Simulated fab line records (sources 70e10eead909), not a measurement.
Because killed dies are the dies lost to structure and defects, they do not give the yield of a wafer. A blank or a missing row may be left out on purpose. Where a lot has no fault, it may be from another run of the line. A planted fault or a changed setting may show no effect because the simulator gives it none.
Which tool was responsible? + flow nand-harc + 11 lots, 33 wafers sampled, at 5 steps of a route of 1159

== WHAT THE GAUGES SHOWED, per wafer ==
NHARC_A_SLIT_OVL_MEAS_10. Usual: overlay-x-nm -0.1 nm, standard deviation 0.77; overlay-y-nm 0.1 nm, standard deviation 0.87.
| lot  | measured     | on         | overlay-x-nm (nm) | overlay-y-nm (nm) | flag |
|------|--------------|------------|-------------------|-------------------|------|
| L863 | day 14 23:10 | overlay-01 | 0.6 -0.3 -0.1     | 0.9 0.3 0.3       |      |
| L866 | day 14 22:59 | overlay-01 | -0.1 0.2 0.4      | 1.1 1.1 1.7       |      |
| L865 | day 15 04:46 | overlay-01 | 0.1 0.6 0.5       | -1.1 -1.1 -1.2    |      |
| L867 | day 16 08:43 | overlay-02 | 0.3 0.1 0.2       | -0.3 0.3 0.1      |      |
| L870 | day 16 08:53 | overlay-01 | -0.2 -0.1 -0.3    | 0.0 -0.6 -0.6     |      |
| L869 | day 16 20:35 | overlay-02 | 0.5 0.6 0.7       | -1.0 -0.7 -1.2    |      |
| L873 | day 17 14:20 | overlay-02 | 0.1 0.1 -0.8      | 0.7 0.6 0.5       |      |
| L880 | day 18 16:53 | overlay-02 | -1.2 -1.1 -1.3    | -0.5 -0.1 -0.4    |      |
| L883 | day 19 08:38 | overlay-01 | 0.1 -0.3 -0.1     | 0.4 0.6 0.2       |      |
| L879 | day 19 08:29 | overlay-02 | -0.6 -0.4 -0.5    | 0.8 1.0 1.0       |      |
| L884 | day 20 05:20 | overlay-01 | 0.1 0.3 0.2       | -0.2 -0.5 0.8     |      |

NHARC_END_SORT_01. Usual: killed-at-array 25, standard deviation 9.2; killed-at-other 0.9, standard deviation 1.3; killed-at-periphery 3.3, standard deviation 2.3; killed-dies 29, standard deviation 9.6; killed-open 3.2, standard deviation 1.8; killed-short 2, standard deviation 1.4.
| lot  | measured     | on        | killed-at-array | killed-at-other | killed-at-periphery | killed-dies | killed-open | killed-short | flag |
|------|--------------|-----------|-----------------|-----------------|---------------------|-------------|-------------|--------------|------|
| L880 | day 24 08:17 | prober-01 | 12 627 618      | 0 0 2           | 1 3 3               | 13 630 623  | 2 6 3       | 2 2 4        | OFF  |
| L879 | day 24 16:02 | prober-02 | 611 31 621      | 1 0 0           | 3 4 6               | 615 35 627  | 3 4 3       | 2 1 0        | OFF  |

== EACH LOT AND THE TOOL THAT RAN IT (in order: tool; ch and the chambers of the sampled wafers; start) ==
| lot  | NHARC_A_SGD_CUT_ETCH_15                       | NHARC_A_SLIT_ETCH_24               | NHARC_A_WL_FILL_ETCHBACK_04       |
|------|-----------------------------------------------|------------------------------------|-----------------------------------|
| L863 | rie-diel-10 ch 0,1,2, day 14 23:10 or earlier | rie-diel-09 ch 0,1,3, day 14 23:41 | rie-metal-03 ch 0, day 15 18:01   |
| L866 | rie-diel-11 ch 0,1,3, day 14 22:59 or earlier | rie-diel-01 ch 0,3, day 14 23:10   | rie-metal-02 ch 0,1, day 15 15:23 |
| L865 | rie-diel-04 ch 1,2, day 15 04:46 or earlier   | rie-diel-09 ch 1,3, day 15 04:57   | rie-metal-01 ch 0,1, day 15 21:33 |
| L867 | rie-diel-11 ch 0,2,3, day 16 08:43 or earlier | rie-diel-07 ch 0,2,3, day 16 08:55 | rie-metal-02 ch 0,1, day 17 03:36 |
| L870 | rie-diel-04 ch 1,2,3, day 16 08:53 or earlier | rie-diel-01 ch 1,2, day 16 09:05   | rie-metal-01 ch 0,1, day 17 00:48 |
| L869 | rie-diel-04 ch 0,1,2, day 16 20:35 or earlier | rie-diel-09 ch 0,1, day 16 20:46   | rie-metal-02 ch 0,1, day 17 14:36 |
| L873 | rie-diel-04 ch 0,2, day 17 14:20 or earlier   | rie-diel-07 ch 0,3, day 17 14:34   | rie-metal-02 ch 0,1, day 18 09:46 |
| L880 | rie-diel-11 ch 0,1, day 18 16:53 or earlier   | rie-diel-01 ch 1,3, day 18 17:04   | rie-metal-02 ch 0,1, day 19 13:54 |
| L883 | rie-diel-10 ch 0,1,3, day 19 08:38 or earlier | rie-diel-09 ch 1,2,3, day 19 08:54 | rie-metal-01 ch 0,1, day 20 05:47 |
| L879 | rie-diel-11 ch 0,2,3, day 19 08:29 or earlier | rie-diel-07 ch 0,3, day 19 08:40   | rie-metal-02 ch 0,1, day 20 05:37 |
| L884 | rie-diel-11 ch 0,2,3, day 20 05:20 or earlier | rie-diel-09 ch 1,3, day 20 05:31   | rie-metal-03 ch 0,1, day 21 02:52 |
- NHARC_A_SGD_CUT_ETCH_15: etches the open film in CH3F/O2, target depth 75 nm, time 64.3 s.
- NHARC_A_SLIT_ETCH_24: etches the open film in CF4/CHF3, target depth 121 nm, time 60.5 s.
- NHARC_A_WL_FILL_ETCHBACK_04: etches the open film in NF3, target depth 60 nm, time 120 s.

== WHAT THE TOOLS THEMSELVES READ (means of the sampled wafers that have a number; where no wafer has one, the mark that the record gives instead) ==
NHARC_A_SGD_CUT_ETCH_15. Usual: value, then standard deviation, for each; bias-w 100.00 W / 0.26; chamber-pressure-mTorr 24.998 mTorr / 0.024; drypump-motor-current-A 5.7 A / 0.34; oes-product-au 0.955 a.u. / 0.018; rf-vpp-V 263.4 V / 1.8; showerhead-plenum-p-Torr 2.42 Torr / 0.1; throttle-valve-pct 20.663 % / 0.0094.
| lot  | tool        | bias-w (W) | chamber-pressure-mTorr (mTorr) | drypump-motor-current-A (A) | oes-product-au (a.u.) | rf-vpp-V (V) | showerhead-plenum-p-Torr (Torr) | throttle-valve-pct (%) | flag |
|------|-------------|------------|--------------------------------|-----------------------------|-----------------------|--------------|---------------------------------|------------------------|------|
| L863 | rie-diel-10 | 100.10     | 24.997                         | 5.3                         | 0.965                 | 263.2        | 2.43                            | 20.655                 |      |
| L866 | rie-diel-11 | 99.83      | 24.993                         | 5.9                         | 0.953                 | 263.3        | 2.43                            | 20.652                 |      |
| L865 | rie-diel-04 | 100.07     | 25.006                         | 5.6                         | 0.957                 | 264.5        | 2.50                            | 20.662                 |      |
| L867 | rie-diel-11 | 99.71      | 25.012                         | 5.8                         | 0.954                 | 264.9        | 2.49                            | 20.656                 |      |
| L870 | rie-diel-04 | 100.09     | 24.981                         | 5.7                         | 0.964                 | 263.7        | 2.42                            | 20.657                 |      |
| L869 | rie-diel-04 | 100.03     | 24.996                         | 5.7                         | 0.962                 | 263.4        | 2.42                            | 20.668                 |      |
| L873 | rie-diel-04 | 99.89      | 24.992                         | 5.9                         | 0.959                 | 262.1        | 2.32                            | 20.669                 |      |
| L880 | rie-diel-11 | 99.95      | 25.017                         | 5.7                         | 0.966                 | 264.7        | 2.49                            | 20.666                 |      |
| L883 | rie-diel-10 | 99.84      | 25.012                         | 5.5                         | 0.971                 | 263.2        | 2.36                            | 20.655                 |      |
| L879 | rie-diel-11 | 100.16     | 24.999                         | 5.9                         | 0.965                 | 264.7        | 2.48                            | 20.656                 |      |
| L884 | rie-diel-11 | 100.12     | 24.985                         | 5.8                         | 0.925                 | 264.5        | 2.48                            | 20.661                 |      |

NHARC_A_SLIT_ETCH_24. Usual: value, then standard deviation, for each; bias-w 200.0 W / 0.64; chamber-pressure-mTorr 25.001 mTorr / 0.02; drypump-motor-current-A 5.6 A / 0.51; oes-product-au 0.960 a.u. / 0.015; rf-vpp-V 370 V / 3; showerhead-plenum-p-Torr 1.56 Torr / 0.084; throttle-valve-pct 16.803 % / 0.0092.
| lot  | tool        | bias-w (W) | chamber-pressure-mTorr (mTorr) | drypump-motor-current-A (A) | oes-product-au (a.u.) | rf-vpp-V (V) | showerhead-plenum-p-Torr (Torr) | throttle-valve-pct (%) | flag |
|------|-------------|------------|--------------------------------|-----------------------------|-----------------------|--------------|---------------------------------|------------------------|------|
| L863 | rie-diel-09 | 201.1      | 25.015                         | 5.2                         | 0.954                 | 372          | 1.58                            | 16.803                 |      |
| L866 | rie-diel-01 | 199.7      | 25.018                         | 5.6                         | 0.978                 | 368          | 1.52                            | 16.808                 |      |
| L865 | rie-diel-09 | 200.1      | 24.988                         | 5.2                         | 0.963                 | 373          | 1.64                            | 16.800                 |      |
| L867 | rie-diel-07 | 200.0      | 25.010                         | 5.8                         | 0.964                 | 371          | 1.60                            | 16.800                 |      |
| L870 | rie-diel-01 | 200.3      | 25.016                         | 6.0                         | 0.970                 | 368          | 1.50                            | 16.803                 |      |
| L869 | rie-diel-09 | 200.2      | 24.999                         | 5.1                         | 0.971                 | 370          | 1.55                            | 16.800                 |      |
| L873 | rie-diel-07 | 200.3      | 25.005                         | 5.9                         | 0.966                 | 371          | 1.60                            | 16.800                 |      |
| L880 | rie-diel-01 | 199.9      | 24.986                         | 5.5                         | 0.937                 | 370          | 1.53                            | 16.806                 |      |
| L883 | rie-diel-09 | 199.6      | 25.019                         | 5.2                         | 0.948                 | 371          | 1.58                            | 16.796                 |      |
| L879 | rie-diel-07 | 199.3      | 24.980                         | 5.9                         | 0.942                 | 371          | 1.60                            | 16.807                 |      |
| L884 | rie-diel-09 | 199.5      | 25.002                         | 5.1                         | 0.964                 | 372          | 1.61                            | 16.787                 |      |

NHARC_A_WL_FILL_ETCHBACK_04. Usual: chamber-pressure-mTorr 299.99 mTorr, standard deviation 0.27; drypump-motor-current-A 5.6 A, standard deviation 0.45; he-backside-leak-sccm 3.34 sccm, standard deviation 0.21; oes-product-au 1.000 a.u., standard deviation 0.01; run-length-s 141.1 s, standard deviation 0.31.
| lot  | tool         | chamber-pressure-mTorr (mTorr) | drypump-motor-current-A (A) | he-backside-leak-sccm (sccm) | oes-product-au (a.u.) | run-length-s (s) | flag |
|------|--------------|--------------------------------|-----------------------------|------------------------------|-----------------------|------------------|------|
| L863 | rie-metal-03 | 299.91                         | 5.6                         | 3.53                         | 1.005                 | 141.5            |      |
| L866 | rie-metal-02 | 300.12                         | 5.0                         | 3.29                         | 1.005                 | 140.9            |      |
| L865 | rie-metal-01 | 300.24                         | 6.0                         | 3.31                         | 1.006                 | 141.1            |      |
| L867 | rie-metal-02 | 299.98                         | 5.0                         | 3.17                         | 1.000                 | 141.3            |      |
| L870 | rie-metal-01 | 299.91                         | 6.0                         | 3.39                         | 1.006                 | 140.9            |      |
| L869 | rie-metal-02 | 300.03                         | 5.2                         | 3.50                         | 1.004                 | 140.8            |      |
| L873 | rie-metal-02 | 300.02                         | 5.0                         | 3.17                         | 0.997                 | 141.1            |      |
| L880 | rie-metal-02 | 299.85                         | 5.2                         | 3.30                         | 0.998                 | 112.9            | OFF  |
| L883 | rie-metal-01 | 300.18                         | 6.0                         | 3.48                         | 1.014                 | 141.0            |      |
| L879 | rie-metal-02 | 299.99                         | 5.2                         | 3.20                         | 0.997                 | 112.8            | OFF  |
| L884 | rie-metal-03 | 300.11                         | 5.9                         | 3.33                         | 0.986                 | 141.5            |      |

== THE ANSWER, worked out from the rows above alone ==
Rule: a lot counts as off when the mean over its wafers that have a number is more than 3 standard deviations away from the usual mean. Also off: a lot with no number at a reading for which 4 or more lots have one. Where the step has rows for the other lots, those lots are counted as sound. Order of review: gauges by route order, followed by the tools' own readings, for which a lot's mean as printed above is used. The first step at which some lot is off is used, and at that step the reading that is off furthest; a lot without a number counts as furthest.
Off, at NHARC_END_SORT_01 on killed-at-array: L880, L879. Neither off nor sound, because the step has no rows for them: L863, L866, L865, L867, L870, L869, L873, L883, L884.
If a tool, at a process step before that reading, ran all the lots that are off and no sound lot after the first of them, it fits. Not tried: the gauges at NHARC_END_SORT_01; whatever is off there is also off at NHARC_A_WL_FILL_ETCHBACK_04, on other tools, and gauge error can't account for it. NHARC_A_SGD_CUT_ETCH_15 gives no start for some lots, so the hours and the order of its lots are those of NHARC_A_SLIT_OVL_MEAS_10. Undecided on this evidence; 2 tools fit (rie-diel-11 at NHARC_A_SGD_CUT_ETCH_15, rie-metal-02 at NHARC_A_WL_FILL_ETCHBACK_04).

== WHAT WAS PUT IN BY THE SIMULATOR ==
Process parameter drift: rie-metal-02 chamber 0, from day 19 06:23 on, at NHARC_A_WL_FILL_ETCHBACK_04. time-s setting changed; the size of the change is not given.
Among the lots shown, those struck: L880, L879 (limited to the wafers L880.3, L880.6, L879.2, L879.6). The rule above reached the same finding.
